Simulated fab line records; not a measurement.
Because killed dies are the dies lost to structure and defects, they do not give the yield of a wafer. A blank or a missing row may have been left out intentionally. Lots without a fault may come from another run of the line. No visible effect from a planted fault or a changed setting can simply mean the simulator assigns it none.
fab line records	flow nand-harc
record lots=12	wafers=36	last-day=35
route steps=1302 shown P_BONDPAD@371 A_ZERO_WELL@405 END@1302
lots untouched by any fault: they come from a run of this same line in which no faults occurred
start-h: the number of hours between the record's first day and the start of the first shown wafer of the lot	wait-h: hours elapsed since this lot's preceding step	" repeats the value in the row above	L1.1+2: one row covering several wafers at once	- no value, or no start was given	* or withheld: withheld	< > ~ a bound
route shown NAME@n: names a module that has steps shown in the file, with the first one's number in the route	usual: average and standard deviation across the fault-free wafers	same: alike in all rows	chamber/n: place in a boat	sites: the reading at each site	_std_site: how widely they spread, as a standard deviation	_edge_site: inner sites' mean taken away from outer sites' mean	radius-mm: for every site, how far away it sits from the centre of the wafer	mask NAME#n: copy n	behind: the tool/chamber that last shaped the wafer	hold: why the lot was held/for how many hours/how that ended	device: which transistor (n, p or np) failed to switch	end of line: tests of these same wafers at the route's end	where a step has no rows: the recipe by itself	killed: not the wafer's yield, but the dies lost to structure and defects at the first sort	map: a wafer's dies, marking killed ones x, the rest . and places with no die _
set.NAME: the setting the step ran with; set.NAME@STEP: the setting that earlier step ran with	model.NAME: the simulator's own value behind a step, which no gauge read
a sample of lots followed through the steps of the route, with each step as a table and each wafer as a row
services: the hour from which a tool's chamber was out of use, counted from the record's first day as start-h (under 0 if before that day), plus the number of hours and why
## steps
# step NHARC_P_BONDPAD_STRIP_15
# recipe o2-flow-sccm=500	ar-flow-sccm=0	bias-w=0	chemistry=O2
# usual drypump-motor-current-A=5.76/0.27	mfc-ar-sccm=0.006/0.011	oes-product-au=0.997/0.012	rf-vpp-V=57.8/0.93	showerhead-plenum-p-Torr=3.50/0.12	throttle-valve-pct=17.036/0.0082
lot.wafer	tool	chamber	start-h	wait-h	drypump-motor-current-A	mfc-ar-sccm	oes-product-au	rf-hours-counter-h	rf-vpp-V	showerhead-plenum-p-Torr	throttle-valve-pct
L115.1	rie-diel-13	3	235.69	0.1	5.38	0	0.975	2.4	57.9	3.43	17.047
L115.3	"	0	"	"	5.89	0	1.010	2.3	57.4	3.37	17.037
L115.6	"	2	"	"	6.11	0	1.010	-	57.4	3.46	17.033
L112.1	rie-diel-11	0	235.95	0.1	5.78	0	0.983	7.3	57.7	3.63	17.042
L112.3	"	1	"	"	5.58	0.002	0.994	7.1	55.5	3.30	17.049
L112.5	"	2	"	"	5.41	0.018	1.001	-	57.6	3.47	17.034
L118.4	rie-diel-02	0	243.55	0.1	5.52	0.030	0.991	2.1	58.3	3.68	17.049
L118.3	"	1	"	"	5.95	0.005	1.000	0.0	57.3	3.39	17.030
L118.5	"	3	"	"	5.82	0	0.992	-	58.3	3.53	17.024
L114.4	rie-diel-13	3	243.83	0.1	5.42	0	0.985	3.0	57.6	3.43	17.028
L114.2	"	1	"	"	5.66	0	0.996	1.0	58.7	3.69	17.040
L114.5	"	3	"	"	5.40	0	0.986	-	56.2	3.43	17.028
L113.3	rie-diel-13	0	249.26	0.1	5.88	0	1.015	3.1	56.3	3.37	17.024
L113.1	"	3	"	"	5.43	0	0.991	3.1	56.8	3.43	17.035
L113.5	"	0	"	"	5.91	0	1.025	-	57.5	3.37	17.050
L123.4	rie-diel-11	2	280.74	0.1	5.43	0.018	0.994	0.2	58.1	3.47	17.023
L123.5	"	2	"	"	5.42	0.018	0.980	-	57.9	3.47	17.034
L123.6	"	3	"	"	6.31	0	1.003	-	58.1	3.70	17.039
L124.3	rie-diel-13	2	293.32	0.1	6.13	0	1.000	4.2	58.9	3.46	17.036
L124.1	"	3	"	"	5.41	0	0.981	4.3	57.5	3.43	17.033
L124.5	"	2	"	"	6.12	0	0.999	-	57.9	3.46	17.048
L125.1	rie-diel-13	3	300.21	0.1	5.42	0	0.978	4.5	58.5	3.43	17.044
L125.5	"	3	"	"	5.41	0	0.991	-	57.9	3.43	17.043
L125.6	"	0	"	"	5.89	0	1.012	-	57.0	3.37	17.036
L126.1	rie-diel-02	0	318.42	0.1	5.52	0.030	0.997	5.8	57.0	3.68	17.036
L126.5	"	2	"	"	5.68	0.027	0.989	-	58.4	3.47	17.031
L126.6	"	3	"	"	5.75	0	0.978	-	58.6	3.52	17.035
L127.1	rie-diel-02	2	320.56	0.1	5.67	0.027	0.992	5.5	57.1	3.47	17.027
L127.2	"	1	"	"	5.94	0.005	1.010	3.5	57.3	3.39	17.020
L127.5	"	3	"	"	5.74	0	0.990	-	58.3	3.52	17.038
L128.2	rie-diel-13	3	331.58	0.1	5.42	0	0.977	5.0	59.3	3.43	17.043
L128.1	"	0	"	"	5.88	0	1.004	5.1	56.7	3.37	17.036
L128.3	"	2	"	"	6.13	0	0.992	4.9	55.9	3.46	17.043
L131.2	rie-diel-02	1	362.98	0.1	5.94	0.005	1.012	4.8	59.4	3.39	17.033
L131.3	"	3	"	"	5.71	0	0.985	7.9	58.1	3.52	17.032
L131.6	"	1	"	"	5.96	0.005	1.000	-	56.9	3.39	17.041
# step NHARC_P_BONDPAD_ANNEAL_28
# recipe temp-c=225	time-s=90
# usual wafer_temp_C_max=226.02/0.26
lot.wafer	tool	chamber	start-h	wait-h	wafer_temp_C_max
L115.1	rtp-anneal-02	0	237.10	0.4	225.98
L115.3	"	0	"	"	226.05
L115.6	"	0	"	"	225.77
L112.1	rtp-anneal-02	0	237.41	-	226.41
L112.3	"	0	"	"	226.00
L112.5	"	0	"	"	225.84
L118.3	rtp-anneal-02	0	244.94	-	226.46
L118.4	"	0	"	"	226.74
L118.5	"	0	"	"	225.97
L114.2	rtp-anneal-02	0	245.80	0.3	225.51
L114.4	"	0	"	"	226.18
L114.5	"	0	"	"	225.99
L113.1	rtp-anneal-01	0	250.74	-	225.77
L113.3	"	0	"	"	226.00
L113.5	"	0	"	"	226.05
L123.4	rtp-anneal-02	0	282.22	0.4	226.11
L123.5	"	0	"	"	225.62
L123.6	"	0	"	"	226.17
L124.1	rtp-anneal-01	0	294.63	-	226.07
L124.3	"	0	"	"	225.89
L124.5	"	0	"	"	225.86
L125.1	rtp-anneal-02	0	301.49	-	226.54
L125.5	"	0	"	"	226.62
L125.6	"	0	"	"	226.08
L126.1	rtp-anneal-01	0	319.71	-	225.71
L126.5	"	0	"	"	226.02
L126.6	"	0	"	"	225.91
L127.1	rtp-anneal-01	0	321.85	-	226.19
L127.2	"	0	"	"	226.09
L127.5	"	0	"	"	225.79
L128.1	rtp-anneal-01	0	332.89	-	225.74
L128.2	"	0	"	"	226.07
L128.3	"	0	"	"	226.20
L131.2	rtp-anneal-01	0	364.30	0.3	225.78
L131.3	"	0	"	"	225.52
L131.6	"	0	"	"	225.72
# step NHARC_P_BONDPAD_ACTIVATE_29
# recipe time-s=60	n2-flow-sccm=200	ar-flow-sccm=0	bias-power-w=0	chemistry=N2
# usual drypump-motor-current-A=5.76/0.27	mfc-ar-sccm=0.007/0.011	oes-product-au=0.995/0.011	rf-vpp-V=64.1/0.9	showerhead-plenum-p-Torr=1.76/0.068
lot.wafer	tool	chamber	start-h	wait-h	drypump-motor-current-A	mfc-ar-sccm	oes-product-au	rf-hours-counter-h	rf-vpp-V	showerhead-plenum-p-Torr
L115.3	rie-diel-02	2	238.04	0.1	5.71	0.027	0.980	1.9	64.5	1.74
L115.1	"	0	"	"	5.53	0.030	0.988	1.9	65.4	1.85
L115.6	"	3	"	"	5.73	0	0.980	-	63.2	1.77
L112.3	rie-diel-13	1	238.36	0.1	5.66	0	1.000	0.9	64.0	1.85
L112.1	"	3	"	"	5.42	0	0.978	2.9	63.0	1.71
L112.5	"	0	"	"	5.87	0	1.014	-	64.0	1.68
L118.3	rie-diel-13	1	245.76	0.1	5.63	0	0.992	1.1	64.4	1.85
L118.4	"	2	"	"	6.10	0	1.002	3.0	63.2	1.73
L118.5	"	2	"	"	6.12	0	1.006	-	63.1	1.73
L114.2	rie-diel-13	1	246.69	0.1	5.65	0	0.995	1.1	64.6	1.85
L114.4	"	3	"	"	5.41	0	0.976	3.1	64.5	1.71
L114.5	"	1	"	"	5.67	0	0.991	-	65.6	1.85
L113.3	rie-diel-13	3	251.70	0.1	5.43	0	0.977	3.3	64.5	1.71
L113.1	"	2	"	"	6.14	0	0.995	3.3	64.3	1.73
L113.5	"	0	"	"	5.88	0	1.004	-	65.3	1.68
L123.4	rie-diel-13	1	283.02	0.1	5.64	0	0.996	2.3	65.4	1.85
L123.6	"	3	"	"	5.39	0	0.986	-	62.9	1.71
L123.5	"	0	"	"	5.89	0	1.014	-	64.2	1.68
L124.3	rie-diel-02	1	295.59	0.1	5.96	0.005	0.988	2.3	63.5	1.69
L124.1	"	2	"	"	5.67	0.027	0.998	4.4	62.1	1.74
L124.5	"	3	"	"	5.74	0	0.986	-	62.4	1.76
L125.1	rie-diel-02	1	302.46	0.1	5.97	0.005	0.993	3.1	63.4	1.69
L125.5	"	2	"	"	5.70	0.027	0.993	-	64.0	1.74
L125.6	"	3	"	"	5.72	0	0.989	-	64.7	1.76
L126.1	rie-diel-11	2	320.73	0.1	5.43	0.018	0.984	4.8	64.5	1.73
L126.5	"	3	"	"	6.30	0	1.008	-	64.2	1.86
L126.6	"	0	"	"	5.74	0	0.992	-	64.5	1.82
L127.1	rie-diel-13	1	322.81	0.1	5.64	0	0.989	2.9	65.7	1.85
L127.2	"	0	"	"	5.87	0	1.011	5.1	62.4	1.68
L127.5	"	2	"	"	6.16	0	0.998	-	64.9	1.73
L128.2	rie-diel-13	3	333.83	0.1	5.42	0	0.970	5.1	64.9	1.71
L128.1	"	0	"	"	5.88	0	1.006	5.2	64.6	1.68
L128.3	"	1	"	"	5.63	0	0.982	3.1	63.6	1.85
L131.2	rie-diel-02	3	365.19	0.1	5.77	0	0.995	8.0	64.4	1.76
L131.3	"	0	"	"	5.48	0.030	1.013	7.4	65.4	1.85
L131.6	"	2	"	"	5.70	0.027	0.990	-	64.0	1.74
# step NHARC_A_ZERO_WELL_ETCH_13
# recipe target-depth-a=1200	time-s=40.1	hbr-flow-sccm=150	cl2-flow-sccm=50	rf-w=400	icp-w=400	bias-w=100	chemistry=HBr/Cl2
# usual bias-w=100.04/0.28	chamber-pressure-mTorr=15.000/0.014	drypump-motor-current-A=5.8/0.34	he-backside-leak-sccm=2.77/0.28	oes-product-au=0.995/0.0086	throttle-valve-pct=26.405/0.0096
lot.wafer	tool	chamber	start-h	wait-h	bias-w	chamber-pressure-mTorr	drypump-motor-current-A	he-backside-leak-sccm	oes-product-au	rf-hours-counter-h	throttle-valve-pct
L115.1	rie-si-01	3	239.71	-	100.01	14.972	5.7	2.39	0.979	0.20	26.411
L115.3	"	0	"	"	100.01	15.006	6.3	2.60	0.996	0.23	26.414
L115.6	"	1	"	"	100.21	14.996	5.5	2.96	0.993	-	26.399
L112.1	rie-si-05	3	239.97	-	100.23	15.005	6.0	2.83	1.010	0.53	26.415
L112.3	"	0	"	"	100.01	14.997	6.0	2.92	0.995	0.43	26.393
L112.5	"	3	"	"	99.80	14.987	5.9	2.87	1.015	-	26.410
L118.4	rie-si-01	0	247.39	-	-	-	-	-	-	-	-
L118.3	"	3	"	"	-	-	-	-	-	-	-
L118.5	"	0	"	"	-	-	-	-	-	-	-
L114.2	rie-si-06	0	248.31	-	-	-	-	-	-	-	-
L114.4	"	1	"	"	-	-	-	-	-	-	-
L114.5	"	0	"	"	-	-	-	-	-	-	-
L113.3	rie-si-01	0	253.30	-	-	-	-	-	-	-	-
L113.1	"	1	"	"	-	-	-	-	-	-	-
L113.5	"	1	"	"	-	-	-	-	-	-	-
L123.4	rie-si-01	2	284.65	-	100.46	15.004	6.3	2.77	0.992	0.61	26.408
L123.5	"	0	"	"	99.81	14.975	6.3	2.72	1.002	-	26.422
L123.6	"	1	"	"	99.79	14.999	5.5	2.71	0.992	-	26.419
L124.3	rie-si-01	2	297.17	-	99.89	15.005	6.3	2.74	0.994	0.64	26.404
L124.1	"	1	"	"	100.33	14.960	5.6	2.49	0.987	0.74	26.405
L124.5	"	2	"	"	99.75	14.988	6.3	2.89	0.991	-	26.389
L125.1	rie-si-01	1	304.05	-	99.18	14.991	5.5	2.56	1.000	0.76	26.417
L125.6	"	3	"	"	99.82	14.997	5.8	2.37	0.985	-	26.402
L125.5	"	0	"	"	99.97	14.981	6.3	2.38	0.986	-	26.409
L126.1	rie-si-06	0	322.29	-	100.14	15.005	5.4	2.93	0.993	0.27	26.413
L126.6	"	2	"	"	100.46	14.975	5.2	2.87	1.010	-	26.411
L126.5	"	3	"	"	99.92	14.993	6.1	2.31	0.993	-	26.399
L127.1	rie-si-05	0	324.39	-	100.14	15.001	6.0	3.03	0.991	0.00	26.413
L127.2	"	3	"	"	100.32	14.973	6.0	2.85	0.999	0.00	26.403
L127.5	"	0	"	"	100.53	14.990	6.0	3.17	0.985	-	26.400
L128.3	rie-si-01	3	335.42	-	100.11	15.000	5.7	2.38	0.987	0.78	26.395
L128.1	"	0	"	"	99.80	14.979	6.3	2.85	1.001	0.75	26.400
L128.2	"	2	"	"	100.72	14.994	6.4	2.72	0.998	0.83	26.405
L131.2	rie-si-06	1	366.66	-	100.45	15.005	5.8	2.92	0.990	0.70	26.402
L131.3	"	3	"	"	99.82	15.011	6.1	2.56	0.999	0.66	26.401
L131.6	"	2	"	"	99.93	15.017	5.2	2.57	1.010	-	26.408
# step NHARC_END_SORT_01
# recipe temp-c=25
# usual killed-at-array=54/18	killed-at-other=0.9/1.2	killed-at-periphery=4.4/2.9	killed-dies=59/18	killed-open=3.2/1.8	killed-short=2.6/1.8
# same gross-dies=677
lot.wafer	tool	chamber	start-h	wait-h	killed-at-array	killed-at-other	killed-at-periphery	killed-dies	killed-open	killed-short
L115.1	prober-01	0	671.00	2.5	21	0	8	29	8	4
L115.3	prober-01	0	672.60	3.1	27	0	2	29	5	6
L115.6	prober-01	0	674.99	4.0	21	1	2	24	1	3
L118.3	prober-01	0	686.20	3.1	672	1	4	677	1	3
L118.4	prober-01	0	686.99	3.4	670	0	7	677	4	3
L118.5	prober-01	0	687.78	3.7	674	0	3	677	3	1
L114.2	prober-02	0	691.13	2.8	664	0	13	677	2	5
L114.4	prober-02	0	692.71	3.4	664	0	13	677	3	4
L114.5	prober-02	0	693.51	3.7	667	0	10	677	5	3
L113.1	prober-02	0	720.36	2.5	669	1	7	677	2	3
L113.3	prober-02	0	721.95	3.1	674	1	2	677	2	0
L113.5	prober-02	0	723.54	3.7	675	1	1	677	1	0
L124.1	prober-01	0	736.15	2.5	47	3	6	56	3	6
L124.3	prober-01	0	737.75	3.1	47	0	5	52	4	2
L124.5	prober-01	0	739.35	3.7	56	1	5	62	2	2
L123.4	prober-02	0	738.40	3.4	53	0	3	56	2	1
L123.5	prober-02	0	739.20	3.7	62	0	4	66	2	3
L123.6	prober-02	0	740.00	4.0	68	0	4	72	4	2
L125.1	prober-02	0	743.80	2.5	80	0	6	86	6	4
L125.5	prober-02	0	747.03	3.7	70	1	7	78	1	4
L125.6	prober-02	0	747.83	4.0	68	1	9	78	2	1
L126.1	prober-01	0	751.55	2.5	57	6	3	66	2	3
L126.5	prober-01	0	754.74	3.7	60	3	3	66	0	2
L126.6	prober-01	0	755.53	4.0	57	2	3	62	5	1
L127.1	prober-01	0	761.64	2.5	75	0	7	82	2	9
L127.2	prober-01	0	762.43	2.8	68	0	5	73	5	3
L127.5	prober-01	0	764.82	3.7	51	1	7	59	2	3
L128.1	prober-02	0	765.61	2.5	61	1	4	66	3	3
L128.2	prober-02	0	766.40	2.8	54	1	6	61	6	0
L128.3	prober-02	0	767.20	3.1	58	0	5	63	3	0
# killed by level:class
L115.1 A_CHANNEL_HOLE_D1:chamber-film-flake=6 P_STI:chamber-film-flake=3 A_CHANNEL_HOLE_D2:chamber-film-flake=3 P_CONTACT:geometric-particle:open=2 A_ONON_D1:geometric-particle:open=2 A_STAIRCASE:chamber-film-flake=2 P_M1:geometric-particle:short=1 P_M2:geometric-particle:open=1
L115.3 A_CHANNEL_HOLE_D1:chamber-film-flake=7 A_CHANNEL_HOLE_D2:chamber-film-flake=5 A_WL_FILL:geometric-particle:short=2 P_STI:chamber-film-flake=2 A_CONTACT:chamber-film-flake=2 A_ONON_D1:geometric-particle:short=1 A_CHANNEL_FILL_D1:geometric-particle:open=1 A_DECK1_JOINT:geometric-particle:short=1
L115.6 A_CHANNEL_HOLE_D1:chamber-film-flake=6 A_CONTACT:chamber-film-flake=5 A_CHANNEL_HOLE_D2:chamber-film-flake=3 A_STAIRCASE:chamber-film-flake=2 P_CONTACT:geometric-particle:short=1 A_CHANNEL_FILL_D2:geometric-particle:open=1 A_CHANNEL_FILL_D2:geometric-particle:short=1 A_WL_FILL:geometric-particle:short=1
L118.3 A_ZERO_WELL:area-etch=619 A_CHANNEL_HOLE_D2:chamber-film-flake=22 A_CHANNEL_HOLE_D1:chamber-film-flake=18 A_CONTACT:chamber-film-flake=6 P_STI:chamber-film-flake=2 P_CONTACT:geometric-particle:open=1 A_ONON_D1:geometric-particle:short=1 A_SGD_CUT:geometric-particle:short=1
L118.4 A_ZERO_WELL:area-etch=601 A_CHANNEL_HOLE_D1:chamber-film-flake=28 A_CHANNEL_HOLE_D2:chamber-film-flake=24 A_CONTACT:chamber-film-flake=7 P_STI:chamber-film-flake=4 A_CHANNEL_HOLE_D2:geometric-particle:open=2 P_M0:geometric-particle:short=1 A_ONON_D1:geometric-particle:open=1
L118.5 A_ZERO_WELL:area-etch=631 A_CHANNEL_HOLE_D1:chamber-film-flake=19 A_CHANNEL_HOLE_D2:chamber-film-flake=16 A_DECK1_JOINT:chamber-film-flake=3 A_CONTACT:chamber-film-flake=3 P_M0:geometric-particle:open=2 A_ONON_D1:geometric-particle:open=1 A_CHANNEL_FILL_D2:geometric-particle:short=1
L114.2 A_ZERO_WELL:area-etch=615 A_CHANNEL_HOLE_D1:chamber-film-flake=21 A_CHANNEL_HOLE_D2:chamber-film-flake=16 P_STI:chamber-film-flake=8 A_CONTACT:chamber-film-flake=3 A_ONON_D2:geometric-particle:short=2 P_CONTACT:chamber-film-flake=2 P_M2:chamber-film-flake=2
L114.4 A_ZERO_WELL:area-etch=603 A_CHANNEL_HOLE_D2:chamber-film-flake=22 A_CHANNEL_HOLE_D1:chamber-film-flake=18 A_CONTACT:chamber-film-flake=4 A_BLC:chamber-film-flake=4 P_STI:chamber-film-flake=3 P_CONTACT:chamber-film-flake=3 P_M2:chamber-film-flake=3
L114.5 A_ZERO_WELL:area-etch=601 A_CHANNEL_HOLE_D1:chamber-film-flake=21 A_CHANNEL_HOLE_D2:chamber-film-flake=20 A_CONTACT:chamber-film-flake=5 P_M2:chamber-film-flake=4 P_STI:chamber-film-flake=3 A_CHANNEL_FILL_D1:chamber-film-flake=3 A_BONDPAD:chamber-film-flake=3
L113.1 A_ZERO_WELL:area-etch=622 A_SLIT:chamber-film-flake=29 A_CHANNEL_HOLE_D1:chamber-film-flake=5 A_STAIRCASE:chamber-film-flake=4 P_ZERO_WELL:chamber-film-flake=2 P_M2:chamber-film-flake=2 A_DECK1_JOINT:chamber-film-flake=2 A_CONTACT:chamber-film-flake=2
L113.3 A_ZERO_WELL:area-etch=639 A_SLIT:chamber-film-flake=28 A_CHANNEL_HOLE_D1:chamber-film-flake=3 A_STAIRCASE:chamber-film-flake=2 P_CONTACT:geometric-particle:open=1 A_ONON_D1:geometric-particle:open=1 P_M0:chamber-film-flake=1 A_CONTACT:chamber-film-flake=1
L113.5 A_ZERO_WELL:area-etch=635 A_SLIT:chamber-film-flake=29 A_CHANNEL_HOLE_D1:chamber-film-flake=4 A_CONTACT:chamber-film-flake=3 A_STAIRCASE:chamber-film-flake=2 A_ONON_D1:geometric-particle:open=1 P_GATE:chamber-film-flake=1 A_CHANNEL_HOLE_D2:chamber-film-flake=1
L124.1 A_CHANNEL_HOLE_D2:chamber-film-flake=28 A_CHANNEL_HOLE_D1:chamber-film-flake=11 P_GATE:geometric-particle:open=2 A_CHANNEL_FILL_D2:geometric-particle:short=2 P_ZERO_WELL:chamber-film-flake=2 A_SLIT:chamber-film-flake=2 THIN_TSV:chamber-film-flake=2 P_M0:geometric-particle:short=1
L124.3 A_CHANNEL_HOLE_D2:chamber-film-flake=25 A_CHANNEL_HOLE_D1:chamber-film-flake=9 A_SLIT:chamber-film-flake=4 P_STI:chamber-film-flake=3 A_CONTACT:chamber-film-flake=2 A_ONON_D2:geometric-particle:short=1 A_CHANNEL_FILL_D2:geometric-particle:open=1 A_CHANNEL_FILL_D2:geometric-particle:short=1
L123.4 A_CHANNEL_HOLE_D2:chamber-film-flake=18 A_CHANNEL_HOLE_D1:chamber-film-flake=18 A_CONTACT:chamber-film-flake=5 A_SLIT:chamber-film-flake=3 A_DECK1_JOINT:chamber-film-flake=2 A_STAIRCASE:chamber-film-flake=2 A_DECK1_JOINT:geometric-particle:open=1 A_CHANNEL_FILL_D2:geometric-particle:short=1
L123.5 A_CHANNEL_HOLE_D2:chamber-film-flake=20 A_CHANNEL_HOLE_D1:chamber-film-flake=18 A_SLIT:chamber-film-flake=8 A_CONTACT:chamber-film-flake=5 A_SGD_CUT:geometric-particle:short=3 A_CHANNEL_FILL_D1:chamber-film-flake=3 P_GATE:chamber-film-flake=2 A_DECK1_JOINT:chamber-film-flake=2
L124.5 A_CHANNEL_HOLE_D2:chamber-film-flake=36 A_CHANNEL_HOLE_D1:chamber-film-flake=12 P_GATE:chamber-film-flake=2 A_SLIT:chamber-film-flake=2 P_CONTACT:geometric-particle:short=1 A_DECK1_JOINT:geometric-particle:open=1 A_CHANNEL_FILL_D2:geometric-particle:short=1 A_SGD_CUT:geometric-particle:open=1
L123.6 A_CHANNEL_HOLE_D2:chamber-film-flake=29 A_CHANNEL_HOLE_D1:chamber-film-flake=26 P_GATE:chamber-film-flake=3 A_SLIT:chamber-film-flake=3 A_CHANNEL_FILL_D1:chamber-film-flake=2 P_CONTACT:geometric-particle:open=1 A_CHANNEL_FILL_D1:geometric-particle:open=1 A_CHANNEL_FILL_D1:geometric-particle:short=1
L125.1 A_SLIT:chamber-film-flake=39 A_CHANNEL_HOLE_D1:chamber-film-flake=25 P_M1:chamber-film-flake=6 A_CONTACT:chamber-film-flake=4 A_CHANNEL_HOLE_D1:geometric-particle:short=2 A_CHANNEL_FILL_D2:geometric-particle:open=2 A_CHANNEL_HOLE_D1:geometric-particle:open=1 A_CHANNEL_FILL_D1:geometric-particle:short=1
L125.5 A_SLIT:chamber-film-flake=31 A_CHANNEL_HOLE_D1:chamber-film-flake=26 A_CONTACT:chamber-film-flake=7 P_M1:chamber-film-flake=6 A_CHANNEL_HOLE_D1:geometric-particle:short=1 A_CHANNEL_FILL_D1:geometric-particle:short=1 A_DECK1_JOINT:geometric-particle:open=1 A_ONON_D2:geometric-particle:short=1
L125.6 A_SLIT:chamber-film-flake=32 A_CHANNEL_HOLE_D1:chamber-film-flake=26 P_M1:chamber-film-flake=6 A_CONTACT:chamber-film-flake=5 P_STI:chamber-film-flake=2 A_ONON_D1:geometric-particle:open=1 A_CONTACT:geometric-particle:open=1 A_M0:geometric-particle:short=1
L126.1 A_CHANNEL_HOLE_D2:chamber-film-flake=20 A_CHANNEL_HOLE_D1:chamber-film-flake=12 A_CONTACT:chamber-film-flake=11 THIN_TSV:chamber-film-flake=6 A_SLIT:chamber-film-flake=4 A_CHANNEL_FILL_D2:chamber-film-flake=2 A_BONDPAD:chamber-film-flake=2 P_STI:geometric-particle:short=1
L126.5 A_CHANNEL_HOLE_D2:chamber-film-flake=35 A_SLIT:chamber-film-flake=8 A_CHANNEL_HOLE_D1:chamber-film-flake=7 A_CONTACT:chamber-film-flake=3 THIN_TSV:chamber-film-flake=3 A_CHANNEL_FILL_D1:chamber-film-flake=2 P_M1:geometric-particle:short=1 A_CHANNEL_FILL_D1:geometric-particle:short=1
L126.6 A_CHANNEL_HOLE_D2:chamber-film-flake=27 A_CHANNEL_HOLE_D1:chamber-film-flake=14 A_SLIT:chamber-film-flake=4 A_CONTACT:chamber-film-flake=4 THIN_TSV:chamber-film-flake=2 P_M1:geometric-particle:open=1 A_ONON_D1:geometric-particle:open=1 A_CHANNEL_FILL_D1:geometric-particle:open=1
L127.1 A_SLIT:chamber-film-flake=34 A_CHANNEL_HOLE_D1:chamber-film-flake=9 A_STAIRCASE:chamber-film-flake=7 A_CONTACT:chamber-film-flake=7 A_SGD_CUT:chamber-film-flake=5 A_WL_FILL:geometric-particle:short=4 P_CONTACT:chamber-film-flake=4 P_STI:chamber-film-flake=2
L127.2 A_SLIT:chamber-film-flake=30 A_CHANNEL_HOLE_D1:chamber-film-flake=17 A_CONTACT:chamber-film-flake=11 P_CONTACT:chamber-film-flake=4 A_WL_FILL:geometric-particle:short=2 A_STAIRCASE:chamber-film-flake=2 P_STI:geometric-particle:short=1 A_ONON_D2:geometric-particle:open=1
L127.5 A_SLIT:chamber-film-flake=26 A_CHANNEL_HOLE_D1:chamber-film-flake=9 A_CONTACT:chamber-film-flake=6 P_CONTACT:chamber-film-flake=4 A_STAIRCASE:chamber-film-flake=2 A_SGD_CUT:chamber-film-flake=2 P_CONTACT:geometric-particle:short=1 A_CHANNEL_FILL_D1:geometric-particle:open=1
L128.1 A_CHANNEL_HOLE_D2:chamber-film-flake=30 A_CHANNEL_HOLE_D1:chamber-film-flake=12 A_SLIT:chamber-film-flake=8 P_STI:chamber-film-flake=3 A_WL_FILL:chamber-film-flake=3 A_CHANNEL_FILL_D1:geometric-particle:short=2 P_M1:geometric-particle:open=1 A_WL_FILL:geometric-particle:short=1
L128.2 A_CHANNEL_HOLE_D2:chamber-film-flake=26 A_CHANNEL_HOLE_D1:chamber-film-flake=16 A_SLIT:chamber-film-flake=3 P_GATE:geometric-particle:open=2 A_WL_FILL:geometric-particle:open=2 A_STAIRCASE:chamber-film-flake=2 A_BONDPAD:chamber-film-flake=2 P_M0:geometric-particle:open=1
L128.3 A_CHANNEL_HOLE_D2:chamber-film-flake=24 A_SLIT:chamber-film-flake=13 A_CHANNEL_HOLE_D1:chamber-film-flake=9 A_STAIRCASE:chamber-film-flake=4 P_STI:chamber-film-flake=3 A_WL_FILL:geometric-particle:open=2 A_CONTACT:chamber-film-flake=2 P_CONTACT:chamber-film-flake=2
## services
tool	chamber	start-h	hours	kind
rie-diel-13	1	214.47	15.6	repair
rie-diel-02	-	216.70	9.0	pm
rtp-anneal-02	-	217.08	1.5	repair
rie-diel-13	0	223.00	-	clean
rie-diel-13	2	223.00	-	clean
rie-diel-13	3	223.00	-	clean
rie-si-06	-	246.70	0.9	repair
rie-diel-13	0	247.50	-	clean
rie-diel-13	1	247.50	-	clean
rie-si-06	-	249.00	9.0	pm
rie-diel-11	1	251.20	16.6	repair
rie-diel-11	0	252.89	5.0	repair
rie-diel-11	-	255.91	9.0	pm
rie-si-05	-	260.75	0.7	repair
rie-diel-11	0	283.12	16.4	repair
rie-diel-13	1	284.42	9.8	repair
rie-diel-11	1	288.76	28.3	repair
rie-diel-02	0	290.11	2.6	repair
rie-si-05	-	305.00	9.0	pm
rie-diel-02	0	306.35	5.4	repair
rie-diel-13	0	313.48	3.5	repair
rie-si-06	-	331.31	0.9	repair
rie-diel-13	-	342.00	9.0	pm
rie-diel-13	-	359.00	2.6	repair
## key
first-sign step=NHARC_A_ZERO_WELL_ETCH_13	reading=tool-record	direction=missing
effect step=NHARC_END_SORT_01	reading=killed-at-array	direction=up	sigmas=34	usual=54	struck=670
more-kills-born-at NHARC_A_ZERO_WELL_ETCH_13@rie-si-01=3747	NHARC_A_ZERO_WELL_ETCH_13@rie-si-06=1819
met-at NHARC_A_ZERO_WELL_ETCH_13
struck-lots L113,L114,L118
later-rows-left-out L113.1,L113.3,L113.5,L114.2,L114.4,L114.5,L118.3,L118.4,L118.5
tester-left-out L113,L114,L118
not-acting-at NHARC_P_BONDPAD_STRIP_15,NHARC_P_BONDPAD_ANNEAL_28,NHARC_P_BONDPAD_ACTIVATE_29
onset-between 239.71 247.39
fault kind=skipped-step-whole	tool=rie-si-01,rie-si-06	chamber=-	onset-h=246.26	steps=NHARC_A_ZERO_WELL_ETCH_13	scope=struck-lots-only
# tester-left-out: of these lots the tester's yield and bins aren't shown, on N5 and GAA mostly nor the transistor test; their killed dies are dies lost to structure and defects alone, not to doping, threshold or leakage, so they don't give the yield
# later-rows-left-out: the simulator's readings of these wafers behind a module that went badly wrong aren't trusted and aren't shown, but for the sort
